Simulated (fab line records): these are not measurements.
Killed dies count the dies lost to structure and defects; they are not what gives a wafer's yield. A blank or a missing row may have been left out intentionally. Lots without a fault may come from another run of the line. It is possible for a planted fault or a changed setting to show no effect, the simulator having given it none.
Matching of chambers	flow nand-harc	NHARC_P_GATE_ETCH_32 on rie-si-04: 4 sister chambers
The step etches the open film in HBr/Cl2, target depth 150 nm, time 100.1 s. 8 wafers are shown with their chamber, then 8 later ones without.

## WAFERS, EACH WITH ITS CHAMBER
wafer	chamber	drypump-motor-current-A (A)	oes-product-au (a.u.)
L084.2	3	5.5	0.995
L084.6	2	4.7	1.011
L088.4	0	4.6	0.995
L088.5	0	4.6	1.001
L087.1	1	5.9	0.995
L087.2	2	4.7	1.010
L087.4	3	5.6	0.996
L089.1	1	6.0	1.001

## WAFERS MISSING THEIR CHAMBER
wafer	drypump-motor-current-A (A)	oes-product-au (a.u.)
L089.2	4.6	1.007
L089.5	4.7	1.025
L092.1	4.7	1.015
L092.3	6.0	1.011
L092.4	5.6	1.008
L094.1	4.6	0.995
L094.2	5.6	0.990
L094.6	5.9	0.993

## WHICH CHAMBER EACH ONE RAN IN
wafer	from the rows above	in truth
L089.2	can't be placed: 2 or 0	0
L089.5	2	2
L092.1	2	2
L092.3	1	1
L092.4	3	3
L094.1	0	0
L094.2	3	3
L094.6	1	1
Placed correctly: 7 of 8. From these rows, 1 cannot be placed; in 1 the true chamber is one of the candidates. Number placed wrongly: 0.
How it was worked out, from the rows above alone: a wafer's distance from a chamber is the root of the sum, over the readings, of the square of ((its reading less the chamber's mean) divided by the reading's scatter). The wafer belongs to the nearest chamber; if the next one is less than 2 further off, it can't be placed. For every chamber, the mean is computed from those of its wafers that are shown. How the scatter is found: for the shown wafers, subtract from each reading the mean of its chamber, square and add these, divide the total by (wafers less chambers), then take the root.
